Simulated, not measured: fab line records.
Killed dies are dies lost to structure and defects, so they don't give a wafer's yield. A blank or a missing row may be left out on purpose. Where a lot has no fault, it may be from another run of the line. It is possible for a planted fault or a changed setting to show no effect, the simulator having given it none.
Matching of chambers + flow nand_harc + 4 sister chambers for NHARC_P_M2_DESCUM_14 on rie_diel-06
The step chemistry O2, time 3 s. 18 wafers are shown with their chamber, then 9 later ones without.

WAFERS PAIRED WITH THEIR CHAMBERS
| wafer  | chamber | showerhead_plenum_p_Torr (Torr) | drypump_motor_current_A (A) | rf_vpp_V (V) |
|--------|---------|---------------------------------|-----------------------------|--------------|
| L594.1 | 0       | 1.92                            | 5.4                         | 58.6         |
| L594.2 | 2       | 1.79                            | 6.0                         | 56.9         |
| L594.3 | 1       | 1.79                            | 4.8                         | 56.6         |
| L593.1 | 2       | 1.79                            | 6.0                         | 54.9         |
| L593.2 | 1       | 1.79                            | 4.8                         | 57.2         |
| L593.3 | 3       | 1.98                            | 5.7                         | 59.1         |
| L595.1 | 1       | 1.79                            | 4.8                         | 57.5         |
| L595.4 | 0       | 1.91                            | 5.4                         | 58.3         |
| L595.6 | 3       | 1.98                            | 5.7                         | 58.7         |
| L600.2 | 3       | 1.98                            | 5.8                         | 60.4         |
| L600.3 | 0       | 1.91                            | 5.5                         | 58.4         |
| L600.4 | 2       | 1.79                            | 6.0                         | 57.0         |
| L602.1 | 2       | 1.79                            | 6.1                         | 57.4         |
| L602.3 | 0       | 1.91                            | 5.5                         | 57.2         |
| L602.4 | 3       | 1.98                            | 5.8                         | 56.4         |
| L604.1 | 2       | 1.79                            | 6.1                         | 57.5         |
| L604.3 | 1       | 1.79                            | 4.8                         | 57.0         |
| L604.4 | 0       | 1.91                            | 5.4                         | 56.7         |

SIGNATURES, as means of the wafers listed above
| reading                  | chamber 0 | chamber 1 | chamber 2 | chamber 3 | scatter within a chamber |
|--------------------------|-----------|-----------|-----------|-----------|--------------------------|
| showerhead_plenum_p_Torr | 1.9120    | 1.7900    | 1.7900    | 1.9800    | 0.00239                  |
| drypump_motor_current_A  | 5.440     | 4.800     | 6.040     | 5.750     | 0.0493                   |
| rf_vpp_V                 | 57.840    | 57.075    | 56.740    | 58.650    | 1.07                     |
Rule: a wafer lies at a distance from a chamber equal to the root of the sum of squares, over the readings, of (its reading less the chamber's mean, divided by the reading's scatter). If the next closest chamber is less than 2 further off than the closest, the wafer can't be placed; otherwise it belongs to the closest. How the scatter is found: for the shown wafers, subtract from each reading the mean of its chamber, square and add these, divide the total by (wafers less chambers), then take the root.

WAFERS MISSING THEIR CHAMBER
| wafer  | showerhead_plenum_p_Torr (Torr) | drypump_motor_current_A (A) | rf_vpp_V (V) |
|--------|---------------------------------|-----------------------------|--------------|
| L608.3 | 1.79                            | 4.8                         | 58.0         |
| L608.5 | 1.79                            | 6.0                         | 57.5         |
| L608.6 | 1.79                            | 4.8                         | 56.0         |
| L615.4 | 1.98                            | 5.7                         | 57.9         |
| L615.5 | 1.91                            | 5.5                         | 57.9         |
| L615.6 | 1.79                            | 4.8                         | 58.4         |
| L616.1 | 1.98                            | 5.7                         | 57.6         |
| L616.2 | 1.91                            | 5.5                         | 59.7         |
| L616.5 | 1.79                            | 4.8                         | 56.8         |

THE CHAMBER EACH PASSED THROUGH
| wafer  | from the rows above | in truth |
|--------|---------------------|----------|
| L608.3 | 1                   | 1        |
| L608.5 | 2                   | 2        |
| L608.6 | 1                   | 1        |
| L615.4 | 3                   | 3        |
| L615.5 | 0                   | 0        |
| L615.6 | 1                   | 1        |
| L616.1 | 3                   | 3        |
| L616.2 | 0                   | 0        |
| L616.5 | 1                   | 1        |
Correct placement for 9 of the 9. Left unplaced by these rows: 0. 0 placed wrongly.
